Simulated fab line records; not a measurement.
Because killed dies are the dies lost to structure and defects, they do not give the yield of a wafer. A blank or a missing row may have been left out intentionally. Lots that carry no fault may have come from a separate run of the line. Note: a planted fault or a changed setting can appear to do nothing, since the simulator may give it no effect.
Matching of chambers -- flow nandHarc -- NHARC_P_M0_PRE_CLEAN_31 on pecvd-01 has 3 sister chambers
The step time 12 s. 16 wafers are shown with their chamber, then 8 later ones without.

== EACH WAFER AND ITS CHAMBER ==
wafer,chamber,heaterPowerOuterW (W),heaterPowerW (W)
L074.2,2,325,617
L074.5,0,350,635
L074.6,1,396,689
L075.3,2,327,609
L075.4,0,299,560
L075.5,2,312,610
L082.2,0,340,629
L082.3,2,348,625
L082.4,1,353,627
L083.1,1,412,693
L083.2,2,359,636
L083.6,1,417,692
L086.2,1,385,659
L086.5,0,350,613
L086.6,1,379,670
L089.3,0,384,667

SIGNATURES (means of the wafers above)
reading,chamber 0,chamber 1,chamber 2,scatter within a chamber
heaterPowerOuterW,344.60,390.33,334.20,24.7
heaterPowerW,620.80,671.67,619.40,27.7
Rule: a wafer lies at a distance from a chamber equal to the root of the sum of squares, over the readings, of (its reading less the chamber's mean, divided by the reading's scatter). If the next closest chamber is less than 2 further off than the closest, the wafer can't be placed; otherwise it belongs to the closest. The scatter is the square root of a quotient: the sum, over the shown wafers, of each reading's squared deviation from its chamber's mean, divided by wafers minus chambers.

== WAFERS MISSING THEIR CHAMBER ==
wafer,heaterPowerOuterW (W),heaterPowerW (W)
L089.4,390,670
L089.6,383,682
L090.2,354,647
L090.4,316,599
L090.5,370,632
L091.2,344,604
L091.3,354,649
L091.5,371,647

== THE CHAMBER EACH PASSED THROUGH ==
wafer,from the rows above,in truth
L089.4,1,1
L089.6,1,1
L090.2,can't be placed: 0 or 2 or 1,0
L090.4,can't be placed: 2 or 0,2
L090.5,can't be placed: 0 or 2 or 1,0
L091.2,can't be placed: 0 or 2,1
L091.3,can't be placed: 0 or 2 or 1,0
L091.5,can't be placed: 1 or 0 or 2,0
2 of 8 placed correctly. Cannot be placed on the basis of these rows: 6; the candidates contain the true chamber in 5. 0 placed wrongly.
